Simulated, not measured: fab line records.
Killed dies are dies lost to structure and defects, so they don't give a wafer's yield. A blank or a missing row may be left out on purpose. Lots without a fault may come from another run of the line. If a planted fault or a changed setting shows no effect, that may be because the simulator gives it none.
What tool caused it?	flow nand harc	Sampling: 22 lots, 66 wafers, 6 of 1159 route steps

WHAT THE GAUGES READ, wafer by wafer
The record holds no reading of a measuring or inspecting step that can be judged against a usual standard deviation.

EACH LOT AND THE TOOL THAT RAN IT (in order: tool; ch and the chambers of the sampled wafers; start)
lot	NHARC_A_STAIRCASE_ETCH_444	NHARC_A_SLIT_ETCH_24	NHARC_A_SLIT_ETCH_26	NHARC_A_CONTACT_ETCH_51	NHARC_A_CONTACT_ETCH_114	NHARC_A_CONTACT_ETCH_117
L074	rie diel-09 ch 1,2,3, day 13 16:10	rie diel-06 ch 0,3, day 14 09:14	har etch-01 ch 0,1, day 14 11:32	rie diel-12 ch 1,3, day 16 11:32 or earlier	har cap etch-03 ch 0,1, day 16 11:32	har cap etch-03 ch 0,1, day 16 11:48
L077	rie diel-09 ch 0,2, day 14 02:08	rie diel-04 ch 0,1,3, day 14 18:13	har etch-02 ch 0,1, day 14 21:35	rie diel-13 ch 1,3, day 16 23:21 or earlier	har cap etch-02 ch 0,1, day 16 23:21	har cap etch-02 ch 0,1, day 16 23:38
L076	rie diel-10 ch 0,1, day 14 02:32	rie diel-06 ch 0,1,3, day 14 19:25	har etch-01 ch 0,1, day 14 22:52	rie diel-13 ch 0,1, day 17 00:30 or earlier	har cap etch-01 ch 0,1, day 17 00:30	har cap etch-01 ch 0,1, day 17 00:46
L079	rie diel-13 ch 0,1,3, day 15 04:51	rie diel-04 ch 0,1,3, day 15 23:10	har etch-02 ch 0,1, day 16 01:20	rie diel-12 ch 0,1,3, day 18 01:30 or earlier	har cap etch-01 ch 0,1, day 18 01:30	har cap etch-01 ch 0,1, day 18 01:47
L080	rie diel-09 ch 0,1,3, day 15 16:14	rie diel-04 ch 0,1,2, day 16 11:10	har etch-02 ch 0,1, day 16 13:47	rie diel-12 ch 0,1,3, day 18 03:47 or earlier	har cap etch-02 ch 0,1, day 18 03:47	har cap etch-02 ch 0,1, day 18 04:03
L081	rie diel-13 ch 1,2,3, day 15 16:29	rie diel-04 ch 0,2,3, day 16 09:11	har etch-02 ch 1, day 16 11:21	rie diel-12 ch 0,3, day 18 07:43 or earlier	har cap etch-03 ch 0,1, day 18 07:43	har cap etch-03 ch 0,1, day 18 07:59
L084	rie diel-09 ch 0,2,3, day 15 21:46	rie diel-07 ch 0,2,3, day 16 16:59	har etch-01 ch 1, day 16 20:55	rie diel-12 ch 2,3, day 18 15:40 or earlier	har cap etch-01 ch 1, day 18 15:40	har cap etch-01 ch 1, day 18 15:56
L083	rie diel-13 ch 0,2,3, day 15 22:31	rie diel-04 ch 1,2,3, day 16 15:07	har etch-01 ch 0,1, day 16 19:14	rie diel-12 ch 0,2,3, day 18 14:13 or earlier	har cap etch-03 ch 0,1, day 18 14:13	har cap etch-03 ch 0,1, day 18 14:29
L082	rie diel-13 ch 0,2,3, day 16 00:29	rie diel-07 ch 0,1,3, day 16 15:34	har etch-02 ch 0,1, day 16 20:25	rie diel-13 ch 2,3, day 18 19:39 or earlier	har cap etch-02 ch 0,1, day 18 19:39	har cap etch-02 ch 0,1, day 18 19:55
L087	rie diel-10 ch 2,3, day 16 15:58	rie diel-04 ch 0,3, day 17 07:40	har etch-01 ch 0,1, day 17 09:54	rie diel-12 ch 0,2,3, day 19 11:49 or earlier	har cap etch-03 ch 0,1, day 19 11:49	har cap etch-03 ch 0,1, day 19 12:05
L086	rie diel-09 ch 0,2,3, day 16 16:36	rie diel-06 ch 0,1,2, day 17 07:30	har etch-02 ch 0,1, day 17 09:41	rie diel-10 ch 0,3, day 19 09:10 or earlier	har cap etch-02 ch 0,1, day 19 09:10	har cap etch-02 ch 0,1, day 19 09:26
L085	rie diel-10 ch 0,1, day 17 00:40	rie diel-06 ch 1,2, day 17 18:47	har etch-02 ch 0,1, day 18 00:34	rie diel-13 ch 0,2,3, day 19 18:26 or earlier	har cap etch-02 ch 0,1, day 19 18:26	har cap etch-02 ch 0,1, day 19 18:43
L088	rie diel-13 ch 0,3, day 17 00:41	rie diel-07 ch 1,2,3, day 17 19:05	har etch-01 ch 0,1, day 18 01:07	rie diel-10 ch 1,2,3, day 20 04:22 or earlier	har cap etch-02 ch 0,1, day 20 04:22	har cap etch-02 ch 0,1, day 20 04:43
L089	rie diel-09 ch 1,2,3, day 17 01:11	rie diel-04 ch 0,1,3, day 17 17:31	har etch-01 ch 0,1, day 17 23:27	rie diel-10 ch 0,3, day 20 00:35 or earlier	har cap etch-02 ch 0,1, day 20 00:35	har cap etch-02 ch 0,1, day 20 00:52
L090	rie diel-10 ch 0,1,2, day 17 12:35	rie diel-07 ch 0,1, day 18 06:52	har etch-01 ch 0,1, day 18 09:02	rie diel-12 ch 1,2,3, day 20 07:47 or earlier	har cap etch-03 ch 1, day 20 07:47	har cap etch-03 ch 1, day 20 08:04
L093	rie diel-10 ch 1,2,3, day 18 05:33	rie diel-07 ch 0,1,2, day 18 21:32	har etch-01 ch 0,1, day 19 01:00	rie diel-13 ch 0,1,3, day 20 22:56 or earlier	har cap etch-02 ch 0,1, day 20 22:56	har cap etch-02 ch 0,1, day 20 23:12
L094	rie diel-13 ch 0,1,3, day 18 05:58	rie diel-06 ch 1,2,3, day 18 21:08	har etch-01 ch 0,1, day 18 23:20	rie diel-13 ch 1,2,3, day 20 18:07 or earlier	har cap etch-03 ch 0,1, day 20 18:07	har cap etch-03 ch 0,1, day 20 18:23
L092	rie diel-09 ch 1,2,3, day 18 06:00	rie diel-04 ch 0,1,2, day 18 21:22	har etch-02 ch 0,1, day 18 23:33	rie diel-10 ch 1,2,3, day 20 21:26 or earlier	har cap etch-01 ch 0,1, day 20 21:26	har cap etch-01 ch 0,1, day 20 21:43
L091	rie diel-10 ch 2,3, day 18 12:15	rie diel-06 ch 0,3, day 19 05:02	har etch-01 ch 0,1, day 19 10:04	rie diel-12 ch 1,2, day 21 10:25 or earlier	har cap etch-02 ch 0,1, day 21 10:25	har cap etch-02 ch 0,1, day 21 10:41
L095	rie diel-13 ch 1,2,3, day 19 02:43	rie diel-06 ch 0,1,2, day 19 20:11	har etch-02 ch 0,1, day 20 00:03	rie diel-13 ch 0,1,2, day 21 22:25 or earlier	har cap etch-01 ch 0,1, day 21 22:25	har cap etch-01 ch 0,1, day 21 22:41
L096	rie diel-10 ch 0,1,3, day 19 02:45	rie diel-04 ch 1,2,3, day 19 20:05	har etch-01 ch 0, day 19 23:38	rie diel-10 ch 0,3, day 21 22:47 or earlier	har cap etch-03 ch 0,1, day 21 22:47	har cap etch-03 ch 0,1, day 21 23:04
L097	rie diel-10 ch 0,1,3, day 19 15:40	rie diel-04 ch 0,2, day 20 08:24	har etch-01 ch 0,1, day 20 10:35	rie diel-13 ch 0,2,3, day 22 11:49 or earlier	har cap etch-01 ch 0,1, day 22 11:49	har cap etch-01 ch 0,1, day 22 12:05
- NHARC_A_STAIRCASE_ETCH_444: etches the open film in C4F8/O2, target depth 10200 nm, time 3400 s.
- NHARC_A_SLIT_ETCH_24: etches the open film in CF4/CHF3, target depth 121 nm, time 60.5 s.
- NHARC_A_SLIT_ETCH_26: etches the open film in C4F8/O2/Ar, time 90 s, target depth 400 nm.
- NHARC_A_CONTACT_ETCH_51: etches the open film in O2/COS, target depth 3600 nm, time 936 s.
- NHARC_A_CONTACT_ETCH_114: etches the open film in C4F8/O2/Ar, time 94 s, target depth 922 nm.
- NHARC_A_CONTACT_ETCH_117: etches the open film in C4F8/O2/Ar, time 94 s, target depth 922 nm.

AS READ BY THE TOOLS THEMSELVES (means over the sampled wafers that have a number; for cases with no such wafer, the mark the record gives instead)
NHARC_A_STAIRCASE_ETCH_444. Usual: chamber pressure mTorr 25.003 mTorr, standard deviation 0.026; oes product au 0.932 a.u., standard deviation 0.016; rf vpp V 804 V, standard deviation 3.3.
lot	tool	chamber pressure mTorr (mTorr)	oes product au (a.u.)	rf vpp V (V)	flag
L074	rie diel-09	24.998	0.969	802	
L077	rie diel-09	24.973	0.922	803	
L076	rie diel-10	25.020	0.921	806	
L079	rie diel-13	24.992	0.929	804	
L080	rie diel-09	24.984	0.922	803	
L081	rie diel-13	25.014	0.928	804	
L084	rie diel-09	25.027	0.923	803	
L083	rie diel-13	25.018	0.928	805	
L082	rie diel-13	25.010	0.922	803	
L087	rie diel-10	25.000	0.955	804	
L086	rie diel-09	24.989	0.923	802	
L085	rie diel-10	25.007	0.959	805	
L088	rie diel-13	24.999	0.927	806	
L089	rie diel-09	24.990	0.922	800	
L090	rie diel-10	25.005	0.929	804	
L093	rie diel-10	24.968	0.949	805	
L094	rie diel-13	25.005	0.924	805	
L092	rie diel-09	24.988	0.922	801	
L091	rie diel-10	24.993	0.925	805	
L095	rie diel-13	25.007	0.929	803	
L096	rie diel-10	25.023	0.931	807	
L097	rie diel-10	25.017	0.928	806	

NHARC_A_SLIT_ETCH_24. Usual: chamber pressure mTorr 25.002 mTorr, standard deviation 0.021; drypump motor current A 5.5 A, standard deviation 0.44; oes product au 0.961 a.u., standard deviation 0.018; rf vpp V 370.6 V, standard deviation 2.3; showerhead plenum p Torr 1.57 Torr, standard deviation 0.063; throttle valve pct 16.801 %, standard deviation 0.0088.
lot	tool	chamber pressure mTorr (mTorr)	drypump motor current A (A)	oes product au (a.u.)	rf vpp V (V)	showerhead plenum p Torr (Torr)	throttle valve pct (%)	flag
L074	rie diel-06	24.993	5.3	0.960	370.4	1.56	16.796	
L077	rie diel-04	25.008	5.3	0.943	372.5	1.60	16.807	
L076	rie diel-06	24.999	5.4	0.969	368.8	1.54	16.803	
L079	rie diel-04	24.987	5.3	0.978	372.2	1.60	16.803	
L080	rie diel-04	24.995	5.7	0.980	372.1	1.62	16.808	
L081	rie diel-04	25.029	5.7	0.971	372.6	1.63	16.798	
L084	rie diel-07	24.996	5.7	0.965	368.8	1.53	16.808	
L083	rie diel-04	25.007	5.6	0.969	371.8	1.59	16.796	
L082	rie diel-07	24.999	5.7	0.963	369.0	1.55	16.797	
L087	rie diel-04	24.999	5.3	0.976	372.3	1.64	16.806	
L086	rie diel-06	24.982	5.3	0.977	368.8	1.51	16.804	
L085	rie diel-06	24.983	5.4	0.927	368.3	1.49	16.810	
L088	rie diel-07	25.013	5.4	0.971	370.1	1.56	16.800	
L089	rie diel-04	25.014	5.2	0.963	371.5	1.60	16.809	
L090	rie diel-07	24.997	5.6	0.973	369.4	1.55	16.797	
L093	rie diel-07	24.980	5.6	0.963	370.1	1.53	16.799	
L094	rie diel-06	25.010	5.7	0.980	368.8	1.54	16.804	
L092	rie diel-04	25.017	5.7	0.972	372.6	1.62	16.807	
L091	rie diel-06	24.980	5.6	0.970	371.2	1.59	16.809	
L095	rie diel-06	25.015	5.3	0.927	368.0	1.51	16.799	
L096	rie diel-04	25.009	5.6	0.969	371.7	1.59	16.795	
L097	rie diel-04	25.009	5.7	0.928	373.9	1.66	16.798	

NHARC_A_SLIT_ETCH_26. Usual: chamber pressure mTorr 25.00 mTorr, standard deviation 0.033; drypump motor current A 5.9 A, standard deviation 0.66; showerhead plenum p Torr 3.78 Torr, standard deviation 0.087; throttle valve pct 27.620 %, standard deviation 0.0096.
lot	tool	chamber pressure mTorr (mTorr)	drypump motor current A (A)	showerhead plenum p Torr (Torr)	throttle valve pct (%)	flag
L074	har etch-01	25.00	6.2	3.83	27.611	
L077	har etch-02	25.01	5.7	3.71	27.622	
L076	har etch-01	25.00	6.3	3.83	27.620	
L079	har etch-02	25.01	5.7	3.71	27.619	
L080	har etch-02	24.98	5.1	3.79	27.621	
L081	har etch-02	25.00	6.2	3.63	27.620	
L084	har etch-01	24.98	6.2	3.82	27.617	
L083	har etch-01	24.99	6.2	3.82	27.621	
L082	har etch-02	25.01	5.1	3.79	27.624	
L087	har etch-01	25.02	6.2	3.82	27.614	
L086	har etch-02	24.98	5.7	3.70	27.619	
L085	har etch-02	25.00	5.7	3.69	27.628	
L088	har etch-01	25.00	6.2	3.81	27.615	
L089	har etch-01	25.00	6.2	3.81	27.628	
L090	har etch-01	25.00	6.3	3.81	27.631	
L093	har etch-01	24.97	6.2	3.81	27.625	
L094	har etch-01	25.01	6.2	3.81	27.620	
L092	har etch-02	25.01	5.1	3.78	27.620	
L091	har etch-01	24.99	6.3	3.80	27.624	
L095	har etch-02	25.01	5.7	3.68	27.617	
L096	har etch-01	24.99	6.3	3.80	27.625	
L097	har etch-01	25.00	6.2	3.80	27.612	

NHARC_A_CONTACT_ETCH_51. Usual: chamber pressure mTorr 20.001 mTorr, standard deviation 0.018; drypump motor current A 5.9 A, standard deviation 0.49; oes product au 1.000 a.u., standard deviation 0.0084; rf vpp V 313.5 V, standard deviation 2; showerhead plenum p Torr 3.07 Torr, standard deviation 0.12; throttle valve pct 28.330 %, standard deviation 0.0095.
lot	tool	chamber pressure mTorr (mTorr)	drypump motor current A (A)	oes product au (a.u.)	rf vpp V (V)	showerhead plenum p Torr (Torr)	throttle valve pct (%)	flag
L074	rie diel-12	19.999	6.2	0.994	314.2	3.10	28.321	
L077	rie diel-13	19.994	6.4	1.003	313.8	3.06	28.334	
L076	rie diel-13	20.009	6.3	1.000	313.5	3.08	28.329	
L079	rie diel-12	20.000	5.8	1.007	312.5	3.05	28.326	
L080	rie diel-12	19.995	5.8	1.006	313.2	3.05	28.347	
L081	rie diel-12	20.010	5.4	1.007	312.2	3.00	28.334	
L084	rie diel-12	20.009	5.7	1.008	315.2	3.24	28.323	
L083	rie diel-12	19.989	5.7	1.002	314.4	3.14	28.324	
L082	rie diel-13	19.998	6.1	0.993	312.9	3.01	28.333	
L087	rie diel-12	19.996	5.7	1.001	313.6	3.14	28.334	
L086	rie diel-10	19.994	5.7	0.997	312.7	3.01	28.338	
L085	rie diel-13	19.981	5.9	1.000	312.9	3.03	28.324	
L088	rie diel-10	20.015	5.4	1.003	313.5	3.09	28.327	
L089	rie diel-10	20.009	5.8	0.999	313.2	3.03	28.325	
L090	rie diel-12	19.989	6.1	1.008	315.5	3.18	28.336	
L093	rie diel-13	19.998	6.2	0.995	313.7	3.06	28.330	
L094	rie diel-13	20.010	6.2	1.000	312.4	3.01	28.334	
L092	rie diel-10	19.991	5.4	0.986	314.1	3.09	28.334	
L091	rie diel-12	20.004	6.5	0.991	314.7	3.12	28.321	
L095	rie diel-13	20.014	6.1	1.000	313.7	3.02	28.337	
L096	rie diel-10	19.997	5.8	1.004	313.0	3.02	28.321	
L097	rie diel-13	19.987	5.9	1.005	312.9	3.02	28.319	

NHARC_A_CONTACT_ETCH_114. Usual: chamber pressure mTorr at 20.001 mTorr, with a standard deviation of 0.02.
lot	tool	chamber pressure mTorr (mTorr)	flag
L074	har cap etch-03	20.002	
L077	har cap etch-02	20.008	
L076	har cap etch-01	19.990	
L079	har cap etch-01	20.007	
L080	har cap etch-02	20.007	
L081	har cap etch-03	20.005	
L084	har cap etch-01	20.003	
L083	har cap etch-03	20.022	
L082	har cap etch-02	20.017	
L087	har cap etch-03	19.998	
L086	har cap etch-02	19.995	
L085	har cap etch-02	20.009	
L088	har cap etch-02	20.005	
L089	har cap etch-02	20.001	
L090	har cap etch-03	20.002	
L093	har cap etch-02	20.011	
L094	har cap etch-03	20.002	
L092	har cap etch-01	19.992	
L091	har cap etch-02	19.986	
L095	har cap etch-01	19.984	
L096	har cap etch-03	19.977	
L097	har cap etch-01	19.995	

NHARC_A_CONTACT_ETCH_117. Usual: chamber pressure mTorr at 20.001 mTorr, with a standard deviation of 0.018.
lot	tool	chamber pressure mTorr (mTorr)	flag
L074	har cap etch-03	20.008	
L077	har cap etch-02	20.000	
L076	har cap etch-01	20.007	
L079	har cap etch-01	19.993	
L080	har cap etch-02	20.007	
L081	har cap etch-03	20.021	
L084	har cap etch-01	19.998	
L083	har cap etch-03	20.003	
L082	har cap etch-02	20.008	
L087	har cap etch-03	19.994	
L086	har cap etch-02	19.996	
L085	har cap etch-02	19.996	
L088	har cap etch-02	19.984	
L089	har cap etch-02	19.999	
L090	har cap etch-03	19.986	
L093	har cap etch-02	19.985	
L094	har cap etch-03	20.013	
L092	har cap etch-01	20.002	
L091	har cap etch-02	20.011	
L095	har cap etch-01	19.994	
L096	har cap etch-03	19.989	
L097	har cap etch-01	19.992	

THE ANSWER, worked out from the rows above alone
Rule: a lot counts as off when the mean over its wafers that have a number is more than 3 standard deviations away from the usual mean. Also off: a lot with no number at a reading for which 4 or more lots have one. All remaining lots with rows at the step are treated as sound. The gauges are gone through in route order, then the tools' own readings, and for those a lot's mean is taken as printed above. At the first step where some lot is off, the reading lying furthest off is the one used; lots without a number count as furthest.
None of the lots is off at any reading shown; this tells nothing.

WHAT THE SIMULATOR PUT IN
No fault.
